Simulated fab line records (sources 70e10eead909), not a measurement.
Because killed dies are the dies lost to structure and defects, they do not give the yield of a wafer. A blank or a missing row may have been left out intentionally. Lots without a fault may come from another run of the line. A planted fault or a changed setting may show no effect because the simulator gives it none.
Matching of chambers / flow nandHarc / pecvd-02 running NHARC_A_M0_DEP_32: 3 sister chambers
The step deposits SiCN, target thk 30 nm. 3 wafers are shown with their chamber, then 9 later ones without.

## WAFERS, EACH WITH ITS CHAMBER
wafer=L634.1; chamber=0; heaterPowerW (W)=434
wafer=L634.3; chamber=2; heaterPowerW (W)=616
wafer=L634.5; chamber=1; heaterPowerW (W)=561

## WAFERS WITH NO CHAMBER GIVEN
wafer=L633.1; heaterPowerW (W)=510
wafer=L633.2; heaterPowerW (W)=557
wafer=L633.4; heaterPowerW (W)=546
wafer=L636.1; heaterPowerW (W)=475
wafer=L636.3; heaterPowerW (W)=587
wafer=L636.5; heaterPowerW (W)=477
wafer=L644.2; heaterPowerW (W)=614
wafer=L644.3; heaterPowerW (W)=514
wafer=L644.4; heaterPowerW (W)=411

## WHICH CHAMBER EACH WENT THROUGH
wafer=L633.1; from the rows above=can't be placed: 1 or 0 or 2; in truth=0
wafer=L633.2; from the rows above=can't be placed: 1 or 2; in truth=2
wafer=L633.4; from the rows above=can't be placed: 1 or 2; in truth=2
wafer=L636.1; from the rows above=can't be placed: 0 or 1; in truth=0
wafer=L636.3; from the rows above=can't be placed: 1 or 2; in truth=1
wafer=L636.5; from the rows above=can't be placed: 0 or 1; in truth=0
wafer=L644.2; from the rows above=can't be placed: 2 or 1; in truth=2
wafer=L644.3; from the rows above=can't be placed: 1 or 0 or 2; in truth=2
wafer=L644.4; from the rows above=0; in truth=0
1 of 9 placed correctly. These rows do not allow placing 8 (true chamber among the candidates in 8). Wrongly placed: 0.
How it was worked out, from the rows above alone: a wafer's distance from a chamber is the root of the sum, over the readings, of the square of ((its reading less the chamber's mean) divided by the reading's scatter). If the next closest chamber is less than 2 further off than the closest, the wafer can't be placed; otherwise it belongs to the closest. The mean given for a chamber averages the wafers shown for that chamber. The scatter (one wafer shown for each chamber): square how far every hidden wafer sits from the nearest shown wafer, average those squares and take the square root.
